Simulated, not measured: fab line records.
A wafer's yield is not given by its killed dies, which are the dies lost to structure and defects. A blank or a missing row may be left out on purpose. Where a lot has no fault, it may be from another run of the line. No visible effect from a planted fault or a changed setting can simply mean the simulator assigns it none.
Which tool was responsible? ; flow n5Finfet ; Sampling: 11 lots, 33 wafers, 2 of 1938 route steps

## WHAT THE GAUGES SHOWED, per wafer
N5_BEOL_M14_INSPECT_12: inspects for defects (macro).
lot;measured;on;rawDefectCount
L077;day 12 01:02;defectInspect-02;5 5 0
L075;day 12 08:06;defectInspect-02;4 1 3
L080;day 13 11:54;defectInspect-02;2 2 4
L079;day 13 17:24;defectInspect-01;4 2 0
L083;day 13 20:27;defectInspect-01;1 5 2
L084;day 14 20:04;defectInspect-02;2 3 4
L089;day 15 07:44;defectInspect-01;4 2 2
L088;day 15 09:13;defectInspect-01;4 3 2
L091;day 15 19:49;defectInspect-02;2 1 4
L093;day 16 19:11;defectInspect-02;3 5 1
L094;day 17 13:15;defectInspect-01;1 3 2

## TOOL THAT RAN EACH LOT (tool first, then ch and the chambers of the sampled wafers, then the start)
lot;N5_BEOL_M14_ILD_DEP_00
L077;pecvd-02 ch 0,1,2, day 12 00:29
L075;pecvd-02 ch 0,2, day 12 07:33
L080;pecvd-02 ch 0, day 13 11:16
L079;pecvd-02 ch 0,2, day 13 16:44
L083;pecvd-03 ch 0,1, day 13 19:46
L084;pecvd-04 ch 0,1,2, day 14 19:31
L089;pecvd-03 ch 0,2, day 15 07:03
L088;pecvd-04 ch 0,1,2, day 15 08:40
L091;pecvd-02 ch 1,2, day 15 19:08
L093;pecvd-04 ch 0,1, day 16 18:38
L094;pecvd-02 ch 0,2, day 17 12:42
- N5_BEOL_M14_ILD_DEP_00: deposits SiO2 from TEOS/O2, target thk 1119.3 nm, time 237.4 s.

## THE ANSWER, worked out from the rows above alone
Rule: usual is defined by the lots themselves. Put in order of their means at a reading, lots are off if they are a third of the lots or fewer, leave a main group of 4 or more, and stand apart from it by a gap of 3 or more times the standard deviation of the main group's means; of several such gaps the widest counts. The tables above print the reading to a certain number of digits; a main group whose means all agree to those digits is not used. A lot without any number at a reading at which 4 lots or more have one is off too. Where the step has rows for the other lots, those lots are counted as sound.
None of the lots is off at any reading shown; this tells nothing.

## WHAT THE SIMULATOR HAD INSERTED
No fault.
